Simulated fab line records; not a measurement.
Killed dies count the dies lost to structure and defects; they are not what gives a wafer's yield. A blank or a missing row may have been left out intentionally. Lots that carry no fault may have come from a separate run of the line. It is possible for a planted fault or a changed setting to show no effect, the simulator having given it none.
Struck lot and sound lot, side by side :: flow n5 finfet :: 37 steps out of a route of 1938
Sound: these wafers, L983.1, L983.3, L983.5. The struck wafers were L976.2, L976.4, L976.6. The cause is given at the end.
For every step that has rows: the tool of each side, followed by ch and its chambers, followed by its first start. Under that, the readings that differ: sound wafers :: struck wafers :: difference of the means :: sigmas: that difference in standard deviations of wafers without a fault.
alike: words and numbers the same on both sides, and readings whose means are apart by under 2 such deviations; not compared: readings that were withheld, readings missing a value for some wafer, numbers with overlapping values and no deviation given by the record, and bounds like >300 which may hide the same value.
The two part at a step that has a row with sigmas, a row that says differs or no value, or rows on one side only. Numbers that don't overlap but have no deviation are shown without sigmas and don't part them. A reading missing from all wafers of one side parts the sides only when that side holds two or more wafers.

first, 9 steps without rows for these wafers: N5_BEOL_M4_ANNEAL_95 (time 240 s); N5_BEOL_M4_SPUTTER_96 (material Cu, target thk 4.5 nm, time 8.29 s); N5_BEOL_M4_ECD_50 (material Cu, target thk 300 nm); N5_BEOL_M4_ANNEAL_51 (time 90 s); N5_BEOL_M4_CMP_52 (polishes, stops on SiOC, t overpolish 6.8 s, target thk 40 nm); N5_BEOL_M4_PRE_CLEAN_60 (time 15 s); N5_BEOL_M4_CO_CAP_55 (material Co, precursor CCTBA/H2, target thk 2 nm, time 102.1 s); N5_BEOL_M4_PRE_CLEAN_56 (time 15 s); N5_BEOL_M4_DEP_57 (deposits SiCN from 3MS/NH3, target thk 8 nm, time 14 s).
N5_BEOL_M4_RC_MEAS_101:
  sound on prober-01 ch 0, day 14 04:18; struck on prober-02 ch 0, day 12 14:17
  alike: DIBL_N, DIBL_P, IOFF_N, IOFF_P, ION_N, ION_P, SS_N, SS_P, VT_N, VT_P
then, 24 steps without rows for these wafers: N5_BEOL_M5_ILD_DEP_00 (deposits SiCOH lowk from DEMS/porogen, target thk 140.64 nm, time 25.9 s); N5_BEOL_M5_CURE_79 (cures SiCOH lowk, time 240 s); N5_BEOL_M5_PECVD_70 (deposits SiO2 from TEOS/O2, target thk 16 nm, time 18 s); N5_BEOL_M5_HM_DEP_02 (deposits TiN, target thk 20 nm); N5_BEOL_M5_COAT_59 (time 60 s, resist thk 60 nm); N5_BEOL_M5_COAT_60 (time 60 s, resist thk 12 nm); N5_BEOL_M5_COAT_71 (time 60 s, resist thk 5 nm); N5_BEOL_M5_COAT_05 (resist thk 30 nm); N5_BEOL_M5_EBR_07; N5_BEOL_M5_SOFTBAKE_06 (time 60 s); N5_BEOL_M5_EXPOSE_08 (exposes mask M5, target cd 28 nm); N5_BEOL_M5_PEB_09 (peb time 60 s); N5_BEOL_M5_DEVELOP_10 (develop time 30 s); N5_BEOL_M5_DESCUM_16 (chemistry O2, time 7 s); N5_BEOL_M5_ETCH_72 (etches underlayer in N2/H2, target depth 6.5 nm, time 5.2 s); N5_BEOL_M5_ETCH_61 (etches SiARC in CF4, target depth 15.6 nm, time 26 s); N5_BEOL_M5_ETCH_62 (etches SOC in N2/H2, target depth 75 nm, overetch 15 nm, time 112.5 s); N5_BEOL_M5_STRIP_63 (strips in N2/H2); N5_BEOL_M5_STRIP_73 (strips in N2/H2); N5_BEOL_M5_STRIP_64 (strips in CF4); N5_BEOL_M5_HM_OPEN_17 (chemistry Cl2/BCl3, target TiN, target depth 20 nm, overetch 6 nm); N5_BEOL_M5_STRIP_19 (strips in O2); N5_BEOL_M5_COAT_65 (time 60 s, resist thk 60 nm); N5_BEOL_M5_COAT_66 (time 60 s, resist thk 12 nm).
N5_BEOL_M8_ECD_50: material Cu, target thk 300 nm.
  sound on ecd cu-01 ch 0,1, day 15 19:29; struck on ecd cu-01 ch 0,1, day 14 01:14
N5_BEOL_M8_CMP_52: polishes, stops on SiCOH lowk, t overpolish 6.9 s, target thk 80 nm.
  sound on cmp-02 ch 0,2,3, day 15 20:14; struck on cmp-04 ch 1,3, day 14 01:58
reading: time to endpoint s (s)
sound: 63 66 60
struck: 5 4 7
difference: -58
sigmas: -18
  alike: motor current A
-- a jump in the record: the struck wafers' starts before and after are 3 days apart (it breaks off in module BEOL_M8 and resumes in module PASSIVATION, where the first step shown is number 1936 of the route) --
N5_PASSIVATION_PROBE_49:
  sound on prober-01, day 18 19:02; struck on prober-01, day 17 03:15
reading: defect limited yield (%)
sound: 90.7 93.4 93.0
struck: 0 0 0
difference: -92
sigmas: -62

reading: killed_at_M4_up
sound: 20 5 9
struck: 1065 1100 1101
difference: +1077
sigmas: +99 or more

reading: killed dies
sound: 110 78 83
struck: 1180 1180 1180
difference: +1090
sigmas: +64

reading: killed on rim
sound: 20 11 9
struck: 152 152 152
difference: +139
sigmas: +32

reading: sort_bin_5_function (%)
sound: 5.5 4.1 4.6
struck: 95.6 96.7 97.3
difference: +91.8
sigmas: +97

reading: sort n pass
sound: 1070 1102 1097
struck: 0 0 0
difference: -1090
sigmas: -64

reading: sort yield pct (%)
sound: 90.7 93.4 93.0
struck: 0 0 0
difference: -92
sigmas: -62
  alike: killed_at_M0_to_M3, killed at contacts, killed at front end, killed at other, killed open, killed short, sort_bin_6_memory

## WHERE THEY PART
Last at N5_PASSIVATION_PROBE_49 as far as this record goes, first at N5_BEOL_M8_CMP_52.

WHY: whatever the simulator had introduced
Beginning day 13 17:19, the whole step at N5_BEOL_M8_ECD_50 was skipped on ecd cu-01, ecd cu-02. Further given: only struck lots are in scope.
